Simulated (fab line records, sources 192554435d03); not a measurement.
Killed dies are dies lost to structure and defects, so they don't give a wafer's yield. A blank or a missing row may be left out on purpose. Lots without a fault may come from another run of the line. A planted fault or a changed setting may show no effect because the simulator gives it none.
fab line records | flow n5_finfet
record lots=7 wafers=21
route steps=1938 shown BEOL_M3@980 BEOL_M4@1070 BEOL_M5@1112 BEOL_M6@1221
start_h: hours from the record's first day to the start of the lot's first wafer shown | wait_h: hours since the lot's step before | " the same as in the row above | L1.1+2: a row that stands for several wafers | - no value, or no start given | * or withheld: withheld | < > ~ a bound
route shown NAME@n: a module of which the file shows steps, and the number in the route of the first | usual: mean/standard deviation of fault-free wafers | same: alike in all rows | chamber/n: place in a boat | sites: the reading at each site | _std_site: their standard deviation | _edge_site: outer sites' mean less inner sites' | radius_mm: how far each site lies from the wafer's centre | mask NAME#n: copy n | behind: the tool/chamber that last shaped the wafer | hold: why the lot was held/for how many hours/how that ended | device: the transistor (n, p or np) that didn't switch | end of line: the same wafers' tests at the end of the route | a step without rows: its recipe alone | killed: dies lost to structure and defects at the first sort, not the wafer's yield | map: a wafer's dies, x killed, . not, _ none there
set.NAME: the setting as run; set.NAME@STEP: as run at that earlier step | model.NAME: the simulator's own value behind a step, which no gauge read
lots whose settings were changed on purpose; a table a step, a row a wafer
## steps
# step N5_BEOL_M3_TRENCH_ETCH_37
# recipe chemistry=C4F6/O2 target_depth_a=555.55 target=SiOC time_s=29.2 ion_energy_ev=250 pressure_mtorr=30 source_w=355 bias_w=185 Ar_flow_sccm=300 C4F6_flow_sccm=10 O2_flow_sccm=10
# usual rf_vpp_V=669/8.8
# columns lot.wafer tool chamber start_h wait_h set.source_w rf_vpp_V
L078.1 rie_diel-03 1 - - 355 671
L078.3 " 3 " " 302 716
L078.4 " 0 " " 355 682
L079.2 rie_diel-06 3 - - 336.6 692
L079.5 " 0 " " 355 664
L079.6 " 1 " " 336.6 673
L081.3 rie_diel-01 2 - - 296.2 742
L081.5 " 1 " " 355 664
L081.6 " 2 " " 355 675
L083.3 rie_diel-06 0 - - 325.8 694
L083.4 " 3 " " 325.8 705
L083.5 " 1 " " 355 654
L085.3 rie_diel-03 0 - - 355 682
L085.4 " 2 " " 319.8 694
L085.5 " 3 " " 319.8 695
L090.1 rie_diel-03 0 - - 355 683
L090.3 " 1 " " 355 671
L090.4 " 3 " " 355 659
L095.4 rie_diel-06 2 - - 316.9 714
L095.5 " 1 " " 355 654
L095.6 " 2 " " 355 674
# step N5_BEOL_M4_TRENCH_ETCH_37
# recipe chemistry=C4F6/O2 target_depth_a=555.55 target=SiOC time_s=29.2 ion_energy_ev=250 pressure_mtorr=30 source_w=355 bias_w=185 Ar_flow_sccm=300 C4F6_flow_sccm=10 O2_flow_sccm=10
# usual rf_vpp_V=668/13
# columns lot.wafer tool chamber start_h wait_h set.bias_w rf_vpp_V
L078.1 rie_diel-04 3 - - 194.1 692
L078.3 " 0 " " 194.1 670
L078.4 " 2 " " 194.1 680
L079.2 rie_diel-02 3 - - 212.7 763
L079.5 " 2 " " 185 683
L079.6 " 1 " " 185 663
L081.3 rie_diel-04 1 - - 198.8 711
L081.5 " 2 " " 198.8 693
L081.6 " 3 " " 185 666
L083.3 rie_diel-02 0 - - 185 680
L083.4 " 1 " " 207.8 727
L083.5 " 2 " " 207.8 748
L085.3 rie_diel-04 1 - - 185 670
L085.4 " 3 " " 209.1 734
L085.5 " 1 " " 185 673
L090.1 rie_diel-04 1 - - 185 671
L090.3 " 2 " " 185 655
L090.4 " 1 " " 185 671
L095.4 rie_diel-04 1 - - 185 672
L095.5 " 1 " " 185 671
L095.6 " 2 " " 185 655
# step N5_BEOL_M5_ILD_DEP_00
# recipe material=SiCOH_lowk target_thk_a=1406.4 temp_c=300 precursor=DEMS/porogen pressure_torr=5 rf_w=500 time_s=25.9
# columns lot.wafer tool chamber start_h wait_h set.time_s model.SiCOH_lowk_of_BEOL_M5_ILD_DEP_00.thk_nm
L078.1 pecvd-02 1 208.65 0.8 23.02 126.8
L078.3 " 0 " " 23.02 126.4
L078.4 " 2 " " 25.9 142.4
L079.2 pecvd-04 1 223.87 0.7 25.9 137.8
L079.5 " 2 " " 25.9 141.4
L079.6 " 0 " " 25.9 140.8
L081.3 pecvd-03 2 237.84 0.5 25.9 141.2
L081.5 " 1 " " 25.9 139.6
L081.6 " 2 " " 25.9 140.4
L083.3 pecvd-02 0 250.11 0.5 28.89 154.4
L083.4 " 1 " " 28.89 159.4
L083.5 " 0 " " 25.9 139.6
L085.3 pecvd-02 0 255.46 0.5 25.9 141.4
L085.4 " 1 " " 25.9 144.4
L085.5 " 0 " " 28.27 153.2
L090.1 pecvd-04 0 291.97 0.8 25.9 138.6
L090.3 " 1 " " 25.9 138.8
L090.4 " 0 " " 25.9 140.4
L095.4 pecvd-03 2 327.29 0.4 25.9 139.2
L095.5 " 1 " " 28.31 151.4
L095.6 " 0 " " 28.31 153.8
# step N5_BEOL_M5_CURE_79
# recipe temp_c=385 time_s=240 ambient=He/Ar material=SiCOH_lowk
# columns lot.wafer tool chamber start_h wait_h set.time_s@BEOL_M5_ILD_DEP_00 model.SiCOH_lowk_of_BEOL_M5_ILD_DEP_00.thk_nm
L078.1 uv_cure-03 0 208.71 0.0 23.02 109
L078.3 " 0 " " 23.02 108.6
L078.4 " 0 " " 25.9 122.6
L079.2 uv_cure-02 2 224.09 0.2 25.9 118.6
L079.5 " 2 " " 25.9 121.6
L079.6 " 2 " " 25.9 121.2
L081.3 uv_cure-02 0 238.22 0.4 25.9 121.4
L081.5 " 0 " " 25.9 120.2
L081.6 " 0 " " 25.9 120.8
L083.3 uv_cure-01 0 250.52 0.4 28.89 133
L083.4 " 0 " " 28.89 137.4
L083.5 " 0 " " 25.9 120
L085.3 uv_cure-01 0 255.69 0.2 25.9 121.6
L085.4 " 0 " " 25.9 124.2
L085.5 " 0 " " 28.27 131.8
L090.1 uv_cure-02 1 292.03 0.0 25.9 119.2
L090.3 " 1 " " 25.9 119.4
L090.4 " 1 " " 25.9 120.8
L095.4 uv_cure-03 0 327.81 0.5 25.9 119.8
L095.5 " 0 " " 28.31 130.4
L095.6 " 0 " " 28.31 132.4
# step N5_BEOL_M5_THK_MEAS_01
# recipe reads=SiCOH_lowk_of_BEOL_M5_ILD_DEP_00
# usual M5_ILD_THK=120.7/1.8
# columns lot.wafer tool chamber start_h wait_h set.time_s@BEOL_M5_ILD_DEP_00 M5_ILD_THK[nm]
L078.1 film_metro-02 - 209.22 0.4 23.02 109.1
L078.3 " - " " 23.02 108.7
L078.4 " - " " 25.9 122.7
L079.2 film_metro-02 - 224.92 0.7 25.9 118.7
L079.5 " - " " 25.9 121.7
L079.6 " - " " 25.9 121.2
L081.3 film_metro-01 - 238.90 0.5 25.9 121.4
L081.5 " - " " 25.9 120.1
L081.6 " - " " 25.9 120.8
L083.3 film_metro-01 - 250.88 0.3 28.89 133.0
L083.4 " - " " 28.89 137.3
L083.5 " - " " 25.9 120.1
L085.3 film_metro-01 - 256.04 0.3 25.9 121.7
L085.4 " - " " 25.9 124.3
L085.5 " - " " 28.27 132.0
L090.1 film_metro-02 - 292.54 0.4 25.9 119.2
L090.3 " - " " 25.9 119.3
L090.4 " - " " 25.9 120.9
L095.4 film_metro-01 - 328.33 0.4 25.9 119.7
L095.5 " - " " 28.31 130.5
L095.6 " - " " 28.31 132.3
# step N5_BEOL_M5_EXPOSE_25
# recipe mask_id=V4 na=0.33 source_shape=quasar sigma_inner=0.2 sigma_outer=0.6 polarization=unpolarized defocus_nm=10 dose_mj=52.75
# columns lot.wafer tool chamber start_h wait_h mask set.dose_mj
L078.1 euv_scanner-02 0 213.56 - V4#0 51.76
L078.3+4 " 0 " " V4#0 52.75
L079.2+5 euv_scanner-02 0 227.84 - V4#0 55.97
L079.6 " 0 " " V4#0 52.75
L081.3+6 euv_scanner-02 0 241.67 - V4#0 50.8
L081.5 " 0 " " V4#0 52.75
L083.3+4+5 euv_scanner-02 0 256.06 - V4#0 52.75
L085.3+4+5 euv_scanner-02 0 259.45 - V4#0 52.75
L090.1+3+4 euv_scanner-02 0 294.87 - V4#0 52.75
L095.4+5 euv_scanner-02 0 333.22 - V4#0 52.75
L095.6 " 0 " " V4#0 55.72
# step N5_BEOL_M5_PEB_26
# recipe peb_temp_c=100 peb_time_s=60 resist=CAR-EUV
# step N5_BEOL_M5_DEVELOP_27
# recipe develop_time_s=30 developer=TMAH resist=CAR-EUV rinse_liquid=surfactant_rinse dry=air_spin dev_temp_c=23
# step N5_BEOL_M5_CD_MEAS_28
# recipe target_cd_nm=30.6 landing_energy_ev=500 detector=se_inlens target_cd_y_nm=20 polarity=opening
# usual cd_nm=30.65/0.25
# columns lot.wafer tool chamber start_h wait_h set.dose_mj@BEOL_M5_EXPOSE_25 cd_nm
L078.1 cd_sem-01 0 213.70 - 51.76 30.12
L078.3 " 0 " " 52.75 30.91
L078.4 " 0 " " 52.75 30.62
L079.2 cd_sem-02 0 227.97 - 55.97 31.84
L079.5 " 0 " " 55.97 31.92
L079.6 " 0 " " 52.75 30.63
L081.3 cd_sem-02 0 241.79 - 50.8 29.73
L081.5 " 0 " " 52.75 30.12
L081.6 " 0 " " 50.8 29.09
L083.3 cd_sem-01 0 256.19 - 52.75 30.33
L083.4 " 0 " " 52.75 30.56
L083.5 " 0 " " 52.75 30.65
L085.3 cd_sem-03 0 259.58 - 52.75 30.57
L085.4 " 0 " " 52.75 30.54
L085.5 " 0 " " 52.75 30.48
L090.1 cd_sem-01 0 295.01 - 52.75 30.45
L090.3 " 0 " " 52.75 30.86
L090.4 " 0 " " 52.75 30.73
L095.4 cd_sem-01 0 333.34 - 52.75 30.88
L095.5 " 0 " " 52.75 30.63
L095.6 " 0 " " 55.72 31.76
# step N5_BEOL_M5_DESCUM_33
# recipe chemistry=O2 time_s=7 source_power_w=50 bias_power_w=20 pressure_mtorr=20 rf_frequency_hz=2.712e+07 temp_c=40 resist=CAR-EUV o2_flow_sccm=225
# step N5_BEOL_M5_ETCH_75
# recipe chemistry=N2/H2 target=underlayer target_depth_a=65 mask_material=CAR-EUV time_s=5.2 ion_energy_ev=200 pressure_mtorr=30 source_w=840 bias_w=150 n2_flow_sccm=200 h2_flow_sccm=200 ends=cleared
# columns lot.wafer tool chamber start_h wait_h set.dose_mj@BEOL_M5_EXPOSE_25 model.BEOL_M5.cd_nm
L078.1 rie_diel-03 2 213.86 0.0 51.76 27.6
L078.3 " 0 " " 52.75 28
L078.4 " 3 " " 52.75 27.6
L079.2 rie_diel-06 1 228.12 0.0 55.97 29.4
L079.5 " 0 " " 55.97 29.2
L079.6 " 3 " " 52.75 27.6
L081.3 rie_diel-06 3 241.95 0.0 50.8 27.4
L081.5 " 0 " " 52.75 28.2
L081.6 " 1 " " 50.8 26.8
L083.3 rie_diel-03 2 256.44 0.0 52.75 27.6
L083.4+5 " 0,2 " " 52.75 28
L085.3 rie_diel-01 3 259.73 0.0 52.75 28.6
L085.4 " 1 " " 52.75 28.2
L085.5 " 1 " " 52.75 29
L090.1+3 rie_diel-01 3,1 296.14 0.0 52.75 27.8
L090.4 " 2 " " 52.75 28.4
L095.4+5 rie_diel-01 0,1 333.85 0.0 52.75 28.6
L095.6 " 2 " " 55.72 29.6
# step N5_BEOL_M5_ETCH_68
# recipe chemistry=N2/H2 target=SOC target_depth_a=800 overetch_a=160 mask_material=SiARC temp_c=40 time_s=120 ion_energy_ev=200 pressure_mtorr=30 source_w=840 bias_w=150 n2_flow_sccm=200 h2_flow_sccm=200
# usual rf_vpp_V=523.9/2.3
# columns lot.wafer tool chamber start_h wait_h set.bias_w rf_vpp_V
L078.1 rie_diel-03 2 213.90 0.0 150 525.5
L078.3 " 0 " " 150 525.3
L078.4 " 3 " " 150 521.9
L079.2 rie_diel-06 1 228.17 0.0 150 525.6
L079.5 " 0 " " 158.8 543.8
L079.6 " 3 " " 150 523.8
L081.3 rie_diel-06 3 241.99 0.0 150 524.1
L081.5 " 0 " " 131.6 482.6
L081.6 " 1 " " 131.6 485.4
L083.3 rie_diel-03 2 256.49 0.0 150 524.5
L083.4 " 0 " " 133.3 488.8
L083.5 " 2 " " 133.3 486.7
L085.3 rie_diel-01 3 259.78 0.0 150 522.8
L085.4 " 1 " " 150 519.4
L085.5 " 1 " " 150 519.9
L090.1 rie_diel-01 3 296.19 0.0 150 521.4
L090.3 " 1 " " 150 519.0
L090.4 " 2 " " 150 526.9
L095.4 rie_diel-01 0 333.89 0.0 150 523.5
L095.5 " 1 " " 150 520.1
L095.6 " 2 " " 150 526.6
# step N5_BEOL_M6_COAT_22
# recipe resist=CAR-EUV spin_rpm=1500 resist_thk_nm=30
# columns lot.wafer tool chamber start_h wait_h set.spin_rpm model.CAR-EUV_of_BEOL_M6_COAT_22.thk_nm
L078.1+3 litho_track-02 0 - - 1500 30
L078.4 " 0 " " 1633 28.8
L079.2+5+6 litho_track-03 0 - - 1500 29.8
L081.3+5+6 litho_track-03 0 - - 1651 28.6
L083.3+5 litho_track-03 0 - - 1500 29.8
L083.4 " 0 " " 1548 29.4
L085.3 litho_track-02 0 - - 1395 30.8
L085.4+5 " 0 " " 1500 29.8
L090.1+3+4 litho_track-04 0 - - 1500 30
L095.4+5 litho_track-03 0 - - 1500 30
L095.6 " 0 " " 1598 29
# step N5_BEOL_M6_EXPOSE_25
# recipe mask_id=V5 na=0.33 source_shape=annular sigma_inner=0.4 sigma_outer=0.8 polarization=unpolarized target_cd_nm=40 dose_mj=45
# columns lot.wafer tool chamber start_h wait_h mask set.dose_mj
L078.1+4 euv_scanner-01 0 225.43 - V5#0 45
L078.3 " 0 " " V5#0 47.14
L079.2 euv_scanner-01 0 241.78 - V5#0 47.94
L079.5+6 " 0 " " V5#0 45
L081.3+5+6 euv_scanner-01 0 253.26 - V5#0 45
L083.3 euv_scanner-01 0 269.59 - V5#0 46.67
L083.4+5 " 0 " " V5#0 45
L085.3+5 euv_scanner-01 0 272.64 - V5#0 45
L085.4 " 0 " " V5#0 46.22
L090.1+3+4 euv_scanner-01 0 311.82 - V5#0 45
L095.4 euv_scanner-02 0 351.00 - V5#0 46.29
L095.5+6 " 0 " " V5#0 45
# step N5_BEOL_M6_PEB_26
# recipe peb_temp_c=100 peb_time_s=60 resist=CAR-EUV
# step N5_BEOL_M6_DEVELOP_27
# recipe develop_time_s=30 developer=TMAH resist=CAR-EUV rinse_liquid=surfactant_rinse dry=air_spin dev_temp_c=23
# step N5_BEOL_M6_CD_MEAS_28
# recipe target_cd_nm=40 landing_energy_ev=500 detector=se_inlens
# usual cd_nm=39.91/0.26
# columns lot.wafer tool chamber start_h wait_h set.dose_mj@BEOL_M6_EXPOSE_25 cd_nm
L078.1 cd_sem-01 0 225.57 - 45 40.01
L078.3 " 0 " " 47.14 41.16
L078.4 " 0 " " 45 39.77
L079.2 cd_sem-03 0 241.92 - 47.94 41.13
L079.5 " 0 " " 45 39.65
L079.6 " 0 " " 45 39.69
L081.3 cd_sem-02 0 253.38 - 45 40.57
L081.5 " 0 " " 45 40.37
L081.6 " 0 " " 45 40.24
L083.3 cd_sem-03 0 269.72 - 46.67 40.61
L083.4 " 0 " " 45 39.92
L083.5 " 0 " " 45 39.50
L085.3 cd_sem-02 0 272.76 - 45 40.34
L085.4 " 0 " " 46.22 40.47
L085.5 " 0 " " 45 40.59
L090.1 cd_sem-03 0 311.95 - 45 39.73
L090.3 " 0 " " 45 39.77
L090.4 " 0 " " 45 39.88
L095.4 cd_sem-01 0 351.11 - 46.29 40.59
L095.5 " 0 " " 45 39.55
L095.6 " 0 " " 45 39.92
# step N5_BEOL_M6_DESCUM_33
# recipe chemistry=O2 time_s=7 source_power_w=50 bias_power_w=20 pressure_mtorr=20 rf_frequency_hz=2.712e+07 temp_c=40 resist=CAR-EUV o2_flow_sccm=225
# columns lot.wafer tool chamber start_h wait_h set.spin_rpm@BEOL_M6_COAT_22 set.dose_mj@BEOL_M6_EXPOSE_25 model.CAR-EUV_of_BEOL_M6_COAT_22.thk_nm model.BEOL_M6.cd_nm
L078.1 rie_diel-02 2 225.82 0.1 1500 45 26 40
L078.3 " 3 " " 1500 47.14 26 41
L078.4 " 1 " " 1633 45 24.8 40
L079.2 rie_diel-02 0 242.14 0.1 1500 47.94 26 41.2
L079.5 " 2 " " 1500 45 25.8 39.8
L079.6 " 1 " " 1500 45 26 39.8
L081.3+5 rie_diel-04 3,0 253.59 0.1 1651 45 24.6 40
L081.6 " 1 " " 1651 45 24.6 39.8
L083.3 rie_diel-04 3 269.84 0.0 1500 46.67 25.8 40.6
L083.4 " 2 " " 1548 45 25.4 40
L083.5 " 2 " " 1500 45 25.8 40
L085.3 rie_diel-05 2 272.99 0.1 1395 45 27 40.4
L085.4 " 3 " " 1500 46.22 26 41
L085.5 " 0 " " 1500 45 26 40.4
L090.1 rie_diel-05 1 312.08 0.0 1500 45 26.2 39.6
L090.3 " 3 " " 1500 45 26 39.6
L090.4 " 3 " " 1500 45 26 39.8
L095.4 rie_diel-04 3 354.59 3.4 1500 46.29 26 40.4
L095.5 " 2 " " 1500 45 26 39.6
L095.6 " 3 " " 1598 45 25.2 40
# step N5_BEOL_M6_ETCH_72
# recipe chemistry=N2/H2 target=underlayer target_depth_a=65 mask_material=CAR-EUV time_s=5.2 ion_energy_ev=200 pressure_mtorr=30 source_w=840 bias_w=150 n2_flow_sccm=200 h2_flow_sccm=200 ends=cleared
# step N5_BEOL_M6_ETCH_65
# recipe chemistry=CF4 target=SiARC target_depth_a=156 mask_material=CAR-EUV time_s=26 ion_energy_ev=80 pressure_mtorr=40 source_w=545 bias_w=36 Ar_flow_sccm=100 cf4_flow_sccm=100 ends=cleared
# columns lot.wafer tool chamber start_h wait_h set.dose_mj@BEOL_M6_EXPOSE_25 model.BEOL_M6.cd_nm
L078.1+4 rie_diel-02 2,1 225.87 0.0 45 40
L078.3 " 3 " " 47.14 41
L079.2 rie_diel-02 0 242.20 0.0 47.94 41.2
L079.5 " 2 " " 45 39.8
L079.6 " 1 " " 45 39.6
L081.3 rie_diel-04 3 253.65 0.0 45 40
L081.5 " 0 " " 45 40.2
L081.6 " 1 " " 45 39.8
L083.3 rie_diel-04 3 269.89 0.0 46.67 40.6
L083.4+5 " 2 " " 45 39.8
L085.3 rie_diel-05 2 273.04 0.0 45 40.6
L085.4 " 3 " " 46.22 41
L085.5 " 0 " " 45 40.4
L090.1+3+4 rie_diel-05 1,3,3 312.13 0.0 45 39.8
L095.4 rie_diel-04 3 354.64 0.0 46.29 40.4
L095.5 " 2 " " 45 39.4
L095.6 " 3 " " 45 40
# step N5_BEOL_M6_ETCH_66
# recipe chemistry=N2/H2 target=SOC target_depth_a=800 overetch_a=160 mask_material=SiARC temp_c=40 time_s=120 ion_energy_ev=200 pressure_mtorr=30 source_w=840 bias_w=150 n2_flow_sccm=200 h2_flow_sccm=200
# columns lot.wafer tool chamber start_h wait_h set.dose_mj@BEOL_M6_EXPOSE_25 model.BEOL_M6.cd_nm
L078.1 rie_diel-02 2 225.89 0.0 45 39.8
L078.3 " 3 " " 47.14 41
L078.4 " 1 " " 45 39.6
L079.2 rie_diel-02 0 242.22 0.0 47.94 41
L079.5 " 2 " " 45 39.8
L079.6 " 1 " " 45 39.4
L081.3+5 rie_diel-04 3,0 253.67 0.0 45 40
L081.6 " 1 " " 45 39.6
L083.3 rie_diel-04 3 269.92 0.0 46.67 40.4
L083.4+5 " 2 " " 45 39.8
L085.3 rie_diel-05 2 273.07 0.0 45 40.2
L085.4 " 3 " " 46.22 41
L085.5 " 0 " " 45 40
L090.1+3 rie_diel-05 1,3 312.16 0.0 45 39.6
L090.4 " 3 " " 45 39.8
L095.4 rie_diel-04 3 354.67 0.0 46.29 40.4
L095.5 " 2 " " 45 39.4
L095.6 " 3 " " 45 40
# step N5_BEOL_M6_STRIP_69
# recipe chemistry=N2/H2 temp_c=40 n2_flow_sccm=200 h2_flow_sccm=200 rf_frequency_hz=6e+07
# step N5_BEOL_M6_STRIP_73
# recipe chemistry=N2/H2 temp_c=40 n2_flow_sccm=200 h2_flow_sccm=200 rf_frequency_hz=6e+07
# step N5_BEOL_M6_VIA_ETCH_34
# recipe chemistry=C4F6/O2 target=SiCOH_lowk target_depth_a=1263 mask_material=SOC taper_deg=4 time_s=50.9 ion_energy_ev=250 pressure_mtorr=30 source_w=345 bias_w=185 Ar_flow_sccm=300 C4F6_flow_sccm=10 O2_flow_sccm=10
# columns lot.wafer tool chamber start_h wait_h set.dose_mj@BEOL_M6_EXPOSE_25 model.BEOL_M6.cd_nm
L078.1 rie_diel-02 2 226.00 0.0 45 40
L078.3 " 3 " " 47.14 41
L078.4 " 1 " " 45 39.6
L079.2 rie_diel-02 0 242.32 0.0 47.94 41
L079.5 " 2 " " 45 39.8
L079.6 " 1 " " 45 39.2
L081.3+5 rie_diel-04 3,0 253.77 0.0 45 40.2
L081.6 " 1 " " 45 39.6
L083.3 rie_diel-04 3 270.02 0.0 46.67 40.4
L083.4+5 " 2 " " 45 39.8
L085.3 rie_diel-05 2 273.17 0.0 45 40
L085.4 " 3 " " 46.22 41
L085.5 " 0 " " 45 40.2
L090.1+3 rie_diel-05 1,3 312.26 0.0 45 39.6
L090.4 " 3 " " 45 39.8
L095.4 rie_diel-04 3 354.77 0.0 46.29 40.4
L095.5 " 2 " " 45 39.2
L095.6 " 3 " " 45 40
## key
split step=N5_BEOL_M3_TRENCH_ETCH_37 setting=source_w stated=355 by=wafer
response step=N5_BEOL_M3_TRENCH_ETCH_37 reading=rf_vpp_V change=-3.62 per=1% r=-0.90
split step=N5_BEOL_M4_TRENCH_ETCH_37 setting=bias_w stated=185 by=wafer
response step=N5_BEOL_M4_TRENCH_ETCH_37 reading=rf_vpp_V change=+5.2 per=1% r=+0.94
split step=N5_BEOL_M5_ILD_DEP_00 setting=time_s stated=25.9 by=wafer
response step=N5_BEOL_M5_ILD_DEP_00 reading=model.SiCOH_lowk_of_BEOL_M5_ILD_DEP_00.thk_nm change=+1.39 per=1% r=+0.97
response step=N5_BEOL_M5_CURE_79 reading=model.SiCOH_lowk_of_BEOL_M5_ILD_DEP_00.thk_nm change=+1.21 per=1% r=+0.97
response step=N5_BEOL_M5_THK_MEAS_01 reading=M5_ILD_THK change=+1.21 per=1% r=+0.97
split step=N5_BEOL_M5_EXPOSE_25 setting=dose_mj stated=52.75 by=wafer
response step=N5_BEOL_M5_CD_MEAS_28 reading=cd_nm change=+0.199 per=1% r=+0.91
response step=N5_BEOL_M5_ETCH_75 reading=model.BEOL_M5.cd_nm change=+0.237 per=1% r=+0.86
split step=N5_BEOL_M5_ETCH_68 setting=bias_w stated=150 by=wafer
response step=N5_BEOL_M5_ETCH_68 reading=rf_vpp_V change=+3.28 per=1% r=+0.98
split step=N5_BEOL_M6_COAT_22 setting=spin_rpm stated=1500 by=wafer
response step=N5_BEOL_M6_COAT_22 reading=model.CAR-EUV_of_BEOL_M6_COAT_22.thk_nm change=-0.141 per=1% r=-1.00
response step=N5_BEOL_M6_DESCUM_33 reading=model.CAR-EUV_of_BEOL_M6_COAT_22.thk_nm change=-0.134 per=1% r=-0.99
split step=N5_BEOL_M6_EXPOSE_25 setting=dose_mj stated=45 by=wafer
response step=N5_BEOL_M6_CD_MEAS_28 reading=cd_nm change=+0.226 per=1% r=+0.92
response step=N5_BEOL_M6_DESCUM_33 reading=model.BEOL_M6.cd_nm change=+0.206 per=1% r=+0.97
response step=N5_BEOL_M6_ETCH_65 reading=model.BEOL_M6.cd_nm change=+0.221 per=1% r=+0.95
response step=N5_BEOL_M6_ETCH_66 reading=model.BEOL_M6.cd_nm change=+0.232 per=1% r=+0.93
response step=N5_BEOL_M6_VIA_ETCH_34 reading=model.BEOL_M6.cd_nm change=+0.237 per=1% r=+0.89
